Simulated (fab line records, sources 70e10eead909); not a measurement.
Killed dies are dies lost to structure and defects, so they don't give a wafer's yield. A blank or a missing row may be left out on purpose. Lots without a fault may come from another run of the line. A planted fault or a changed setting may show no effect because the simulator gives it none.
Which tool did it? | flow nand_harc | 13 lots, 39 wafers sampled, at 6 steps of a route of 1302

WHAT THE GAUGES READ, wafer by wafer
NHARC_A_ONON_D2_THK_MEAS_02: measures by ellipsometry. Usual: thk_nm 1000 nm, standard deviation 12.
lot  | measured     | on            | thk_nm (nm)    | flag
L501 | day 12 17:41 | film_metro-01 | 981 981 982    |
L504 | day 14 10:57 | film_metro-01 | 1005 1005 1005 |
L507 | day 14 18:38 | film_metro-02 | 973 973 975    |
L505 | day 14 18:38 | film_metro-01 | 993 991 992    |
L506 | day 14 18:49 | film_metro-02 | 1003 1003 1002 |
L512 | day 17 08:43 | film_metro-02 | 1020 1018 1019 |
L514 | day 18 06:20 | film_metro-01 | 987 987 987    |
L517 | day 19 17:02 | film_metro-01 | 1006 1008 1005 |
L519 | day 20 11:20 | film_metro-01 | 981 982 984    |
L520 | day 21 07:09 | film_metro-01 | 1000 1003 1002 |
L521 | day 21 07:22 | film_metro-02 | 1012 1011 1012 |
L523 | day 21 20:25 | film_metro-02 | 1008 1011 1007 |
L522 | day 21 20:34 | film_metro-01 | 984 986 988    |

NHARC_A_ONON_D2_THK_MEAS_14: measures by ellipsometry. Usual: thk_nm 999 nm, standard deviation 9.5.
lot  | measured     | on            | thk_nm (nm)    | flag
L501 | day 12 19:57 | film_metro-01 | 996 996 995    |
L504 | day 14 13:13 | film_metro-01 | 995 998 996    |
L507 | day 14 20:54 | film_metro-02 | 1008 1008 1007 |
L505 | day 14 20:55 | film_metro-01 | 995 997 995    |
L506 | day 14 21:04 | film_metro-02 | 987 990 990    |
L512 | day 17 10:59 | film_metro-02 | 566 567 567    | OFF
L514 | day 18 08:37 | film_metro-02 | 554 554 552    | OFF
L517 | day 19 19:17 | film_metro-01 | 1006 1005 1004 |
L519 | day 20 13:36 | film_metro-02 | 1003 1002 1003 |
L520 | day 21 09:26 | film_metro-02 | 1003 1000 1001 |
L521 | day 21 09:38 | film_metro-01 | 993 994 994    |
L523 | day 21 22:40 | film_metro-02 | 984 982 980    |
L522 | day 21 22:49 | film_metro-01 | 1009 1010 1008 |

NHARC_END_SORT_01. Usual: killed_at_array 65, standard deviation 19; killed_at_other 0.9, standard deviation 1.1; killed_at_periphery 3.5, standard deviation 2.3; killed_dies 69, standard deviation 19; killed_open 3.2, standard deviation 1.8; killed_short 2.4, standard deviation 1.5.
lot  | measured     | on        | killed_at_array | killed_at_other | killed_at_periphery | killed_dies | killed_open | killed_short | flag
L512 | day 29 04:52 | prober-01 | 671 675 674     | 1 0 1           | 5 2 2               | 677 677 677 | 4 2 4       | 5 1 3        | OFF
L514 | day 30 08:58 | prober-01 | 677 674 677     | 0 0 0           | 0 3 0               | 677 677 677 | 1 5 2       | 0 2 5        | OFF

WHICH TOOL RAN EACH LOT (tool, then ch and the chambers of the sampled wafers, then the start)
lot  | NHARC_A_ONON_D2_DEP_12           | NHARC_A_ONON_D2_DEP_33          | NHARC_A_CHANNEL_HOLE_D2_DEP_01
L501 | pecvd_onon-01 ch 0, day 12 19:26 | pecvd-02 ch 0,2, day 13 06:08   | pecvd-03 ch 0,2, day 13 08:47
L504 | pecvd_onon-02 ch 0, day 14 12:43 | pecvd-03 ch 1,2, day 14 23:04   | pecvd-04 ch 1,2, day 15 01:29
L507 | pecvd_onon-03 ch 0, day 14 20:23 | pecvd-03 ch 0,1,2, day 15 06:59 | pecvd-03 ch 0,1,2, day 15 09:34
L505 | pecvd_onon-01 ch 0, day 14 20:23 | pecvd-04 ch 1,2, day 15 06:36   | pecvd-03 ch 1,2, day 15 09:16
L506 | pecvd_onon-02 ch 0, day 14 20:34 | pecvd-03 ch 0,1, day 15 06:35   | pecvd-01 ch 0,2, day 15 09:31
L512 | pecvd_onon-01 ch 0, day 17 10:31 | pecvd-02 ch 0,2, day 17 21:19   | -
L514 | pecvd_onon-01 ch 0, day 18 08:06 | pecvd-02 ch 1,2, day 18 20:10   | -
L517 | pecvd_onon-03 ch 0, day 19 18:50 | pecvd-02 ch 0,2, day 20 06:56   | pecvd-03 ch 0,1,2, day 20 09:32
L519 | pecvd_onon-03 ch 0, day 20 13:06 | pecvd-02 ch 0,2, day 20 23:58   | pecvd-03 ch 1,2, day 21 06:29
L520 | pecvd_onon-02 ch 0, day 21 08:55 | pecvd-03 ch 0,2, day 21 19:05   | pecvd-04 ch 0,1,2, day 22 00:31
L521 | pecvd_onon-03 ch 0, day 21 09:07 | pecvd-04 ch 0,1,2, day 21 19:19 | pecvd-01 ch 0,1,2, day 22 01:18
L523 | pecvd_onon-01 ch 0, day 21 22:10 | pecvd-02 ch 0,1,2, day 22 08:42 | pecvd-03 ch 0,1,2, day 22 11:46
L522 | pecvd_onon-02 ch 0, day 21 22:19 | pecvd-04 ch 0,1, day 22 08:43   | pecvd-04 ch 0,2, day 22 13:43
- NHARC_A_ONON_D2_DEP_12: target thk 1000 nm.
- NHARC_A_ONON_D2_DEP_33: deposits SiO2, target thk 200 nm.
- NHARC_A_CHANNEL_HOLE_D2_DEP_01: deposits SiON, target thk 140 nm.

WHAT THE TOOLS THEMSELVES READ (means of the sampled wafers that have a number; where no wafer has one, the mark that the record gives instead)
NHARC_A_ONON_D2_DEP_33. Usual: heater_power_w 575 W, standard deviation 65; mfc_precursor_sccm 161.4 sccm, standard deviation 0.46; throttle_valve_pct 16.1 %, standard deviation 0.39.
lot  | tool     | heater_power_w (W) | mfc_precursor_sccm (sccm) | throttle_valve_pct (%) | flag
L501 | pecvd-02 | 542                | 161.1                     | 16.4                   |
L504 | pecvd-03 | 573                | 161.2                     | 16.2                   |
L507 | pecvd-03 | 637                | 161.4                     | 16.2                   |
L505 | pecvd-04 | 556                | 161.1                     | 15.9                   |
L506 | pecvd-03 | 617                | 161.5                     | 16.4                   |
L512 | pecvd-02 | 556                | 161.8                     | 16.7                   |
L514 | pecvd-02 | 498                | 161.4                     | 16.4                   |
L517 | pecvd-02 | 565                | 161.7                     | 16.4                   |
L519 | pecvd-02 | 611                | 161.2                     | 16.2                   |
L520 | pecvd-03 | 618                | 161.2                     | 16.4                   |
L521 | pecvd-04 | 618                | 161.2                     | 16.1                   |
L523 | pecvd-02 | 529                | 161.3                     | 16.4                   |
L522 | pecvd-04 | 519                | 161.4                     | 15.5                   |

NHARC_A_CHANNEL_HOLE_D2_DEP_01. Usual: heater_power_w 755 W, standard deviation 76.
lot  | tool     | heater_power_w (W) | flag
L501 | pecvd-03 | 773                |
L504 | pecvd-04 | 740                |
L507 | pecvd-03 | 804                |
L505 | pecvd-03 | 737                |
L506 | pecvd-01 | 730                |
L517 | pecvd-03 | 750                |
L519 | pecvd-03 | 738                |
L520 | pecvd-04 | 725                |
L521 | pecvd-01 | 685                |
L523 | pecvd-03 | 783                |
L522 | pecvd-04 | 819                |

THE ANSWER, worked out from the rows above alone
Rule: a lot is off if the mean of its wafers that have a number lies more than 3 standard deviations from the usual mean. A lot without any number at a reading at which 4 lots or more have one is off too. The other lots that the step has rows for count as sound. The gauges are gone through in route order, then the tools' own readings, and for those a lot's mean is taken as printed above. The first step at which some lot is off is used, and at that step the reading that is off furthest; a lot without a number counts as furthest.
Off: L512, L514, at NHARC_A_ONON_D2_THK_MEAS_14 (thk_nm).
A tool fits if, at a process step before that reading, it ran every lot that is off, and no sound lot after the first of them. The gauges at NHARC_A_ONON_D2_THK_MEAS_14 aren't tried: what is off there is off at NHARC_END_SORT_01 too, on other tools, and a gauge's error can't cause that. None of those tried fits.

WHAT THE SIMULATOR HAD PUT IN
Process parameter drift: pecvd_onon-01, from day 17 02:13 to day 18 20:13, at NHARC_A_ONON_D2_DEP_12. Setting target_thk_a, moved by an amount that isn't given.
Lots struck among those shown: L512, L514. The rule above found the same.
